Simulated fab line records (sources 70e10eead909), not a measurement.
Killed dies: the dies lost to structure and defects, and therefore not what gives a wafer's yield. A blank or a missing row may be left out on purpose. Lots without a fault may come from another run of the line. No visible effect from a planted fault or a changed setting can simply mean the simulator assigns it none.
fab line records | flow nand_harc | part 2 of 2: steps 5 to 6 of 6
[record] lots = 22 wafers = 66 last_day = 34
route steps=1302 shown A_STAIRCASE@773 A_SGD_CUT@905
lots with no fault: from the same line, run without faults
start_h: hours from the record's opening day to when the first of the lot's shown wafers began | wait_h: time in hours since the lot's previous step | " identical to the entry in the row above | L1.1+2: several wafers, shown together as one row | - no value, or no start given | * or withheld: withheld | < > ~ a bound
route shown NAME@n: a module of which the file shows steps, and the number in the route of the first | usual: mean and standard deviation over wafers with no fault | same: alike in all rows | chamber/n: place in a boat | sites: readings site by site | _std_site: how widely they spread, as a standard deviation | _edge_site: inner sites' mean taken away from outer sites' mean | radius_mm: for every site, how far away it sits from the centre of the wafer | mask NAME#n: copy n | behind: the tool/chamber that last shaped the wafer | hold: why the lot went on hold/how many hours it stayed there/how the hold came to an end | device: which transistor (n, p or np) failed to switch | end of line: the same wafers' tests at the end of the route | for a step that has no rows: nothing shown but its recipe | killed: count of dies lost to structure and defects at first sort (not the wafer's yield) | map: a wafer's dies, x killed, . not, _ none there
set.NAME: setting as actually run; set.NAME@STEP: the setting as run at that earlier step | model.NAME: the simulator's own value behind a step, which no gauge read
steps of the route over a sample of lots; a table a step, a row a wafer
services: the hour from which a tool's chamber was out of use, counted from the record's first day as start_h (under 0 if before that day), plus the number of hours and why
[[steps]]
[step NHARC_A_SGD_CUT_ETCH_58]
[recipe] target_depth_a = 390 over_etch_frac = 0.3 time_s = 65 ion_energy_ev = 80 cf4_flow_sccm = 150 ar_flow_sccm = 0 rf_w = 300 bias_w = 100 chemistry = CF4
[usual] chamber_pressure_mTorr = 50.00/0.045 drypump_motor_current_A = 5.8/0.44 oes_product_au = 0.999/0.0097 rf_vpp_V = 151.8/0.95 showerhead_plenum_p_Torr = 1.81/0.06 throttle_valve_pct = 13.284/0.0093
// columns lot.wafer tool chamber start_h wait_h chamber_pressure_mTorr drypump_motor_current_A oes_product_au rf_hours_counter_h rf_vpp_V showerhead_plenum_p_Torr throttle_valve_pct
L074.4 rie_diel-06 3 441.36 0.1 50.02 5.8 0.990 6 153.3 1.81 13.286
L074.2 " 0 " " 50.01 6.3 0.990 5 152.0 1.82 13.313
L074.5 " 3 " " 49.95 5.7 0.980 - 151.7 1.81 13.289
L075.2 rie_diel-10 1 455.49 0.1 49.97 5.9 1.005 2 148.7 1.65 13.278
L075.3 " 2 " " 50.02 5.6 0.992 2 151.5 1.83 13.290
L075.5 " 1 " " 49.98 5.9 1.000 - 150.5 1.65 13.288
L077.4 rie_diel-07 3 459.74 0.1 50.03 6.2 0.992 10 152.7 1.85 13.273
L077.2 " 1 " " 50.00 5.7 1.007 9 153.2 1.83 13.293
L077.6 " 2 " " 49.96 5.0 0.987 - 153.0 1.89 13.288
L078.3 rie_diel-06 3 472.89 0.1 50.01 5.7 0.991 8 151.1 1.81 13.280
L078.2 " 0 " " 49.96 6.2 0.992 7 152.6 1.82 13.269
L078.6 " 3 " " 50.04 5.7 0.993 - 152.6 1.81 13.281
L080.4 rie_diel-07 2 499.90 0.1 49.99 5.0 1.007 1 152.7 1.89 13.280
L080.3 " 0 " " 49.94 6.0 1.002 1 151.5 1.80 13.286
L080.6 " 1 " " 50.02 5.7 1.001 - 151.5 1.83 13.311
L082.2 rie_diel-10 0 518.57 0.1 50.04 6.5 0.995 8 150.2 1.73 13.285
L082.6 " 2 " " 50.02 5.6 0.982 - 152.1 1.83 13.282
L082.5 " 3 " " 49.99 5.4 1.001 - 153.0 1.85 13.289
L081.1 rie_diel-07 0 519.44 0.1 50.01 5.9 1.009 2 150.8 1.80 13.283
L081.5 " 3 " " 50.06 6.2 0.993 - 153.5 1.85 13.276
L081.6 " 0 " " 49.96 6.0 0.996 - 151.6 1.80 13.256
L083.4 rie_diel-07 1 528.12 0.1 50.04 5.7 1.004 2 152.6 1.83 13.278
L083.1 " 3 " " 50.07 6.2 0.986 4 152.5 1.85 13.282
L083.6 " 0 " " 50.01 6.0 0.998 - 151.3 1.80 13.284
L085.2 rie_diel-07 1 539.27 0.1 49.97 5.7 0.989 3 151.6 1.83 13.293
L085.3 " 3 " " 50.09 6.2 0.986 4 151.4 1.85 13.281
L085.5 " 2 " " 49.97 5.0 0.985 - 152.2 1.88 13.283
L084.4 rie_diel-06 3 539.49 0.1 50.06 5.8 0.989 2 153.0 1.81 13.288
L084.5 " 2 " " 50.04 5.2 1.016 - 151.3 1.83 13.288
L084.6 " 3 " " 50.03 5.8 0.997 - 152.0 1.81 13.288
L087.3 rie_diel-07 2 547.69 0.1 49.98 5.0 1.010 5 152.1 1.88 13.276
L087.5 " 2 " " 49.99 5.1 0.995 - 153.0 1.88 13.277
L087.6 " 3 " " 49.93 6.2 0.987 - 153.0 1.85 13.294
L086.2 rie_diel-10 0 549.00 0.1 49.94 6.5 1.000 11 152.1 1.73 13.282
L086.3 " 1 " " 50.04 5.9 0.996 10 150.4 1.65 13.282
L086.6 " 3 " " 50.01 5.4 1.013 - 151.5 1.85 13.282
L088.4 rie_diel-06 1 569.51 0.1 50.03 6.2 1.001 3 152.4 1.82 13.281
L088.3 " 2 " " 49.98 5.2 1.007 3 152.7 1.83 13.279
L088.6 " 1 " " 49.93 6.2 1.003 - 152.2 1.82 13.277
L089.2 rie_diel-10 2 596.23 0.1 49.90 5.6 0.998 13 150.5 1.83 13.292
L089.3 " 1 " " 49.98 5.9 0.991 12 150.3 1.65 13.281
L089.6 " 2 " " 49.96 5.7 1.003 - 151.5 1.83 13.271
L090.2 rie_diel-07 2 598.80 0.1 49.88 5.0 0.998 6 151.2 1.88 13.287
L090.1 " 3 " " 50.04 6.2 0.990 10 152.1 1.85 13.291
L090.6 " 3 " " 50.04 6.1 0.980 - 150.6 1.85 13.282
L092.1 rie_diel-10 2 618.60 0.1 50.04 5.6 1.014 0 151.2 1.82 13.268
L092.2 " 3 " " 50.03 5.4 1.003 1 152.8 1.85 13.292
L092.6 " 3 " " 49.95 5.4 1.007 - 151.5 1.85 13.288
L091.2 rie_diel-07 0 618.75 0.1 50.00 6.0 1.006 10 151.2 1.80 13.275
L091.3 " 2 " " 50.05 5.0 1.007 8 151.9 1.88 13.281
L091.6 " 0 " " 49.97 5.9 1.004 - 151.7 1.80 13.270
L093.4 rie_diel-06 0 628.89 0.1 49.93 6.3 0.996 4 152.9 1.82 13.272
L093.2 " 1 " " 49.98 6.2 1.000 5 151.7 1.82 13.303
L093.3 " 2 " " 49.96 5.2 0.987 5 152.2 1.83 13.291
L095.2 rie_diel-10 0 661.21 0.1 49.89 6.5 1.004 3 151.4 1.73 13.270
L095.1 " 2 " " 49.92 5.6 1.007 5 151.0 1.82 13.286
L095.5 " 0 " " 50.06 6.5 1.005 - 151.6 1.73 13.286
L094.2 rie_diel-07 2 668.78 0.1 49.99 5.0 1.019 0 151.0 1.88 13.285
L094.1 " 3 " " 50.03 6.2 1.003 1 152.4 1.85 13.293
L094.5 " 3 " " 49.98 6.2 1.008 - 152.4 1.85 13.289
L097.2 rie_diel-06 0 673.05 0.1 50.06 6.3 1.021 0 152.5 1.82 13.287
L097.5 " 1 " " 49.90 6.2 1.004 - 151.8 1.82 13.290
L097.6 " 2 " " 50.05 5.2 1.006 - 152.4 1.83 13.286
L096.1 rie_diel-10 3 673.37 0.1 50.02 5.4 0.996 5 152.9 1.85 13.276
L096.4 " 0 " " 50.06 6.5 1.001 4 152.6 1.73 13.276
L096.3 " 1 " " 49.92 5.9 0.977 6 150.6 1.65 13.277
[step NHARC_A_SGD_CUT_ETCH_59]
[recipe] target_depth_a = 2600 over_etch_frac = 0.25 time_s = 406.25 ion_energy_ev = 200 n2_flow_sccm = 150 h2_flow_sccm = 150 ar_flow_sccm = 0 rf_w = 400 bias_w = 150 chemistry = N2/H2
[usual] chamber_pressure_mTorr = 29.997/0.028 drypump_motor_current_A = 5.8/0.43 n2_flow_sccm = 150.0/0.45 oes_product_au = 1.000/0.0093 rf_vpp_V = 432.0/2.3 showerhead_plenum_p_Torr = 2.09/0.077 throttle_valve_pct = 14.172/0.0089
// columns lot.wafer tool chamber start_h wait_h chamber_pressure_mTorr drypump_motor_current_A n2_flow_sccm oes_product_au rf_hours_counter_h rf_vpp_V showerhead_plenum_p_Torr throttle_valve_pct
L074.4 rie_diel-06 0 - - 29.989 6.3 150.5 1.004 5 431.6 2.11 14.171
L074.2 " 1 " " 30.012 6.2 150.4 0.984 5 432.5 2.11 14.173
L074.5 " 0 " " 30.029 6.3 150.6 1.009 - 433.1 2.11 14.168
L075.2 rie_diel-10 0 - - 29.987 6.5 149.1 0.987 2 428.2 1.99 14.179
L075.3 " 2 " " 30.007 5.6 150.1 0.993 2 432.3 2.12 14.151
L075.5 " 3 " " 29.995 5.4 150.5 1.006 - 435.1 2.14 14.158
L077.2 rie_diel-07 2 - - 30.066 5.0 150.5 0.998 10 434.8 2.19 14.188
L077.4 " 0 " " 29.971 6.0 150.2 0.996 10 431.3 2.08 14.172
L077.6 " 1 " " 29.961 5.7 150.3 1.015 - 433.0 2.12 14.187
L078.3 rie_diel-06 1 - - 29.960 6.2 150.1 0.991 6 432.5 2.11 14.151
L078.2 " 2 " " 29.977 5.2 149.7 0.995 7 431.9 2.12 14.179
L078.6 " 1 " " 30.002 6.2 150.1 0.993 - 432.4 2.11 14.163
L080.3 rie_diel-07 1 - - 29.972 5.7 149.8 1.001 1 433.7 2.12 14.169
L080.4 " 2 " " 30.027 5.0 149.7 1.015 1 434.5 2.19 14.181
L080.6 " 3 " " 29.997 6.2 149.6 1.000 - 432.9 2.14 14.166
L082.2 rie_diel-10 0 - - 29.997 6.5 149.7 0.993 8 429.5 1.99 14.178
L082.5 " 0 " " 29.978 6.5 149.7 0.997 - 429.4 1.99 14.157
L082.6 " 3 " " 29.991 5.4 150.5 1.011 - 432.3 2.14 14.183
L081.1 rie_diel-07 2 - - 29.969 5.0 150.7 1.011 2 434.4 2.19 14.165
L081.5 " 3 " " 29.968 6.2 150.1 1.001 - 434.3 2.14 14.173
L081.6 " 0 " " 30.014 5.9 150.3 1.004 - 431.7 2.08 14.170
L083.1 rie_diel-07 3 - - 29.955 6.2 149.1 0.988 4 433.5 2.14 14.167
L083.4 " 0 " " 29.994 6.0 150.4 0.994 3 432.6 2.08 14.168
L083.6 " 1 " " 29.956 5.7 149.7 0.994 - 432.6 2.12 14.159
L085.3 rie_diel-07 2 - - 29.993 5.0 149.6 1.001 3 435.1 2.19 14.164
L085.2 " 1 " " 29.949 5.7 150.3 1.001 3 432.9 2.12 14.174
L085.5 " 2 " " 29.982 5.0 150.4 1.013 - 434.8 2.19 14.169
L084.4 rie_diel-06 1 - - 29.988 6.2 149.9 0.999 2 431.7 2.11 14.171
L084.6 " 1 " " 29.989 6.2 149.6 0.999 - 432.7 2.11 14.170
L084.5 " 2 " " 30.026 5.2 149.5 1.020 - 432.5 2.12 14.179
L087.3 rie_diel-07 3 - - 29.992 6.2 150.6 0.994 6 433.1 2.14 14.163
L087.5 " 3 " " 30.030 6.2 150.0 0.988 - 432.9 2.14 14.187
L087.6 " 0 " " 29.970 6.0 150.3 0.991 - 431.6 2.08 14.175
L086.3 rie_diel-10 0 - - 29.998 6.5 150.0 0.994 11 429.5 1.99 14.163
L086.2 " 2 " " 29.972 5.6 149.5 0.981 11 432.5 2.11 14.188
L086.6 " 3 " " 30.002 5.4 149.8 1.019 - 434.2 2.14 14.175
L088.4 rie_diel-06 2 - - 29.995 5.2 150.2 1.013 3 431.4 2.11 14.191
L088.3 " 3 " " 29.940 5.8 150.0 0.997 3 433.2 2.09 14.182
L088.6 " 0 " " 30.040 6.3 149.6 1.014 - 431.4 2.10 14.176
L089.3 rie_diel-10 1 - - 30.000 5.9 149.6 0.995 12 424.8 1.89 14.181
L089.2 " 3 " " 29.951 5.4 149.5 1.003 14 433.3 2.14 14.168
L089.6 " 1 " " 29.953 5.9 149.8 0.987 - 425.8 1.89 14.186
L090.1 rie_diel-07 0 - - 29.973 6.0 150.0 0.991 9 431.8 2.08 14.176
L090.2 " 2 " " 30.055 5.0 150.1 1.005 6 434.9 2.19 14.167
L090.6 " 0 " " 30.020 6.0 149.9 1.003 - 430.9 2.08 14.168
L092.1 rie_diel-10 2 - - 29.966 5.6 149.6 1.001 0 431.4 2.11 14.169
L092.2 " 3 " " 29.991 5.4 150.0 0.993 1 433.6 2.14 14.168
L092.6 " 3 " " 29.950 5.4 149.7 0.997 - 434.0 2.14 14.146
L091.2 rie_diel-07 0 - - 30.021 5.9 150.2 1.009 10 432.1 2.08 14.173
L091.3 " 2 " " 29.978 5.0 150.7 1.001 8 434.0 2.19 14.180
L091.6 " 1 " " 30.008 5.7 150.1 1.015 - 433.3 2.12 14.165
L093.2 rie_diel-06 1 - - 30.032 6.2 149.8 0.999 5 433.3 2.11 14.161
L093.4 " 2 " " 30.021 5.2 150.6 1.003 5 433.3 2.11 14.187
L093.3 " 3 " " 29.984 5.8 150.6 0.998 5 430.5 2.09 14.157
L095.1 rie_diel-10 0 - - 30.016 6.5 150.2 0.996 3 429.0 1.99 14.177
L095.2 " 1 " " 29.978 5.9 149.9 0.981 5 425.7 1.89 14.168
L095.5 " 3 " " 30.024 5.4 149.3 0.987 - 433.3 2.14 14.171
L094.2 rie_diel-07 2 - - 29.996 5.0 149.9 1.010 1 434.1 2.18 14.171
L094.1 " 3 " " 30.005 6.2 149.0 1.000 1 434.6 2.14 14.176
L094.5 " 2 " " 30.016 5.0 149.3 1.016 - 433.3 2.19 14.178
L097.2 rie_diel-06 2 - - 29.986 5.2 149.6 1.010 0 432.4 2.11 14.174
L097.5 " 1 " " 30.016 6.2 150.3 1.011 - 431.7 2.11 14.167
L097.6 " 2 " " 29.960 5.2 149.8 1.008 - 433.5 2.11 14.175
L096.4 rie_diel-10 1 - - 30.020 5.9 151.4 0.978 6 425.4 1.89 14.166
L096.1 " 2 " " 29.998 5.6 150.9 1.012 6 433.2 2.11 14.156
L096.3 " 3 " " 29.982 5.4 149.5 0.980 5 433.4 2.14 14.177
[[services]]
// columns tool chamber start_h hours kind
rie_diel-04 1 349.22 6.3 repair
rie_diel-04 - 354.97 9.0 pm
rie_diel-13 - 355.01 1.5 repair
rie_diel-07 2 355.91 5.4 repair
rie_diel-04 - 369.12 1.9 repair
rie_diel-10 1 380.48 15.8 repair
rie_diel-10 1 401.79 3.6 repair
rie_diel-13 1 414.03 36.9 repair
rie_diel-10 - 419.66 9.0 pm
rie_diel-04 2 445.31 14.7 repair
rie_diel-07 0 468.14 5.9 repair
rie_diel-07 - 471.22 9.0 pm
rie_diel-04 - 498.30 12.0 repair
rie_diel-10 1 516.68 8.8 repair
rie_diel-13 - 522.82 9.0 pm
rie_diel-07 0 531.06 11.1 repair
rie_diel-13 1 538.03 7.8 repair
rie_diel-07 2 549.34 30.2 repair
rie_diel-13 0 570.96 3.7 repair
rie_diel-13 1 575.54 1.8 repair
rie_diel-13 0 597.85 3.2 repair
rie_diel-07 3 601.73 5.8 repair
rie_diel-13 - 618.06 1.2 repair
rie_diel-07 - 648.22 9.0 pm
